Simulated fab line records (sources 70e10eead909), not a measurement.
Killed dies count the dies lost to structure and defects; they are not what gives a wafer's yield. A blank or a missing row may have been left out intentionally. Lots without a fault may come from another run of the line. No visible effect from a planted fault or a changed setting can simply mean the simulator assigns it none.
Matching of chambers    flow nand_harc    4 sister chambers for NHARC_A_WL_FILL_ALD_02 on ald_metal-01
The step deposits TiN, target thk 2 nm, pulse time 3 s, ald cycles 100. 20 wafers are shown with their chamber, then 10 later ones without.

## WAFERS, EACH WITH ITS CHAMBER
wafer   chamber  heater_power_w (W)  precursor_pulse_height_rel
L076.1  2        1148                0.986
L076.3  1        1127                1.012
L076.6  1        1151                1.003
L082.4  3        1084                0.987
L082.5  1        1145                1.030
L082.6  0        982                 0.964
L084.2  3        1097                0.996
L084.3  0        1030                1.010
L084.6  1        1089                1.006
L085.1  2        1107                0.966
L085.4  1        1138                1.024
L085.6  1        1172                1.033
L088.1  1        1159                1.005
L088.2  3        1083                0.993
L088.4  0        993                 1.006
L089.2  3        1057                0.976
L089.3  1        1155                1.002
L089.6  1        1144                1.036
L090.3  3        1109                1.006
L090.5  1        1159                0.995

SIGNATURES, as means of the wafers listed above
reading                     chamber 0  chamber 1  chamber 2  chamber 3  scatter within a chamber
heater_power_w              1001.67    1143.90    1127.50    1086.00    22.9
precursor_pulse_height_rel  0.99333    1.01460    0.97600    0.99160    0.0157
Rule: for each reading, subtract the chamber's mean from the wafer's reading, divide by that reading's scatter and square the result; add these up over the readings and take the root, which gives the wafer's distance from the chamber. If the next closest chamber is less than 2 further off than the closest, the wafer can't be placed; otherwise it belongs to the closest. The scatter: take each reading less its chamber's mean, square it, sum over the shown wafers, divide by the number of wafers less the number of chambers, and take the root.

## WAFERS WITHOUT THEIR CHAMBER
wafer   heater_power_w (W)  precursor_pulse_height_rel
L090.6  1017                0.972
L093.1  996                 0.991
L093.4  1114                1.003
L093.5  1146                1.037
L094.1  1039                0.978
L094.3  1109                1.007
L094.5  1144                0.997
L097.2  1153                1.031
L097.3  1145                0.981
L097.6  1117                0.989

## WHICH CHAMBER EACH WENT THROUGH
wafer    from the rows above            in truth
L090.6   can't be placed: 0 or 3        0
L093.1   0                              0
L093.4   can't be placed: 3 or 1 or 2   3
L093.5   1                              1
L094.1   can't be placed: 0 or 3 or 2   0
L094.3   can't be placed: 3 or 1 or 2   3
L094.5   can't be placed: 1 or 2 or 3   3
L097.2   1                              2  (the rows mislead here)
L097.3   can't be placed: 2 or 1 or 3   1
L097.6   can't be placed: 2 or 3 or 1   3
Correctly placed: 2 of 10. Unplaceable from these rows: 7, with the true chamber sitting among the candidates in 7. Wrongly placed: 1.
